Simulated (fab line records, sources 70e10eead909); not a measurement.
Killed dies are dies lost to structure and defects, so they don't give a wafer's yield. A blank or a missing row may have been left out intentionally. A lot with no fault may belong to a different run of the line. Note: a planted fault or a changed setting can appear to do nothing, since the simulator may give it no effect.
What tool caused it? + flow nand harc + 6 lots, 18 wafers sampled, at 3 steps of a route of 1159

WHAT THE GAUGES SHOWED, per wafer
NHARC_A_ONON_D1_THK_MEAS_08: measures by ellipsometry.
| lot  | measured     | on            | thk nm (nm)    |
|------|--------------|---------------|----------------|
| L929 | day 7 15:58  | film metro-02 | 1000 1001 1000 |
| L934 | day 9 02:59  | film metro-01 | 983 984 982    |
| L936 | day 9 17:22  | film metro-01 | 1022 1021 1022 |
| L938 | day 11 01:31 | film metro-01 | 637 639 638    |
| L945 | day 11 21:44 | film metro-01 | 995 997 996    |
| L947 | day 12 13:04 | film metro-01 | 991 992 992    |

WHICH TOOL RAN EACH LOT (tool, then ch and the chambers of the sampled wafers, then the start)
| lot  | NHARC_P_BONDPAD_STRIP_15           | NHARC_A_ONON_D1_DEP_06           |
|------|------------------------------------|----------------------------------|
| L929 | rie diel-07 ch 0,1,3, day 6 12:25  | pecvd onon-04 ch 0, day 7 15:26  |
| L934 | rie diel-07 ch 0,2,3, day 7 21:41  | pecvd onon-01 ch 0, day 9 02:32  |
| L936 | rie diel-06 ch 1,2, day 8 13:51    | pecvd onon-01 ch 0, day 9 16:51  |
| L938 | rie diel-13 ch 0,1,2, day 9 19:44  | pecvd onon-03 ch 0, day 11 01:07 |
| L945 | rie diel-13 ch 1,2,3, day 10 15:51 | pecvd onon-04 ch 0, day 11 21:17 |
| L947 | rie diel-07 ch 1,2, day 11 09:55   | pecvd onon-04 ch 0, day 12 12:36 |
- NHARC_P_BONDPAD_STRIP_15: strips in O2.
- NHARC_A_ONON_D1_DEP_06: target thk 1000 nm.

THE ANSWER, worked out from the rows above alone
Rule: the lots themselves supply what counts as usual. Put in order of their means at a reading, lots are off if they are a third of the lots or fewer, leave a main group of 4 or more, and stand apart from it by a gap of 3 or more times the standard deviation of the main group's means; of several such gaps the widest counts. The tables above print the reading to a certain number of digits; a main group whose means all agree to those digits is not used. A lot without any number at a reading at which 4 lots or more have one is off too. Where the step has rows for the other lots, those lots are counted as sound.
Off, at NHARC_A_ONON_D1_THK_MEAS_08 on thk nm: L938. The main group: mean 999 nm, standard deviation 13.
A tool fits if, at a process step before that reading, it ran every lot that is off, and no sound lot after the first of them. Those tools and the gauges at NHARC_A_ONON_D1_THK_MEAS_08 are tried in the same way. One fits: NHARC_A_ONON_D1_DEP_06 on pecvd onon-03. It ran no sound lot before its first lot that is off in this sample, so the start can't be narrowed down.

WHAT THE SIMULATOR PUT IN
pecvd onon-03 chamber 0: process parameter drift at NHARC_A_ONON_D1_DEP_06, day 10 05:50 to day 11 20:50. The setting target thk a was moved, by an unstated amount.
Shown lots that were struck: L938. This agrees with what the rule above found.
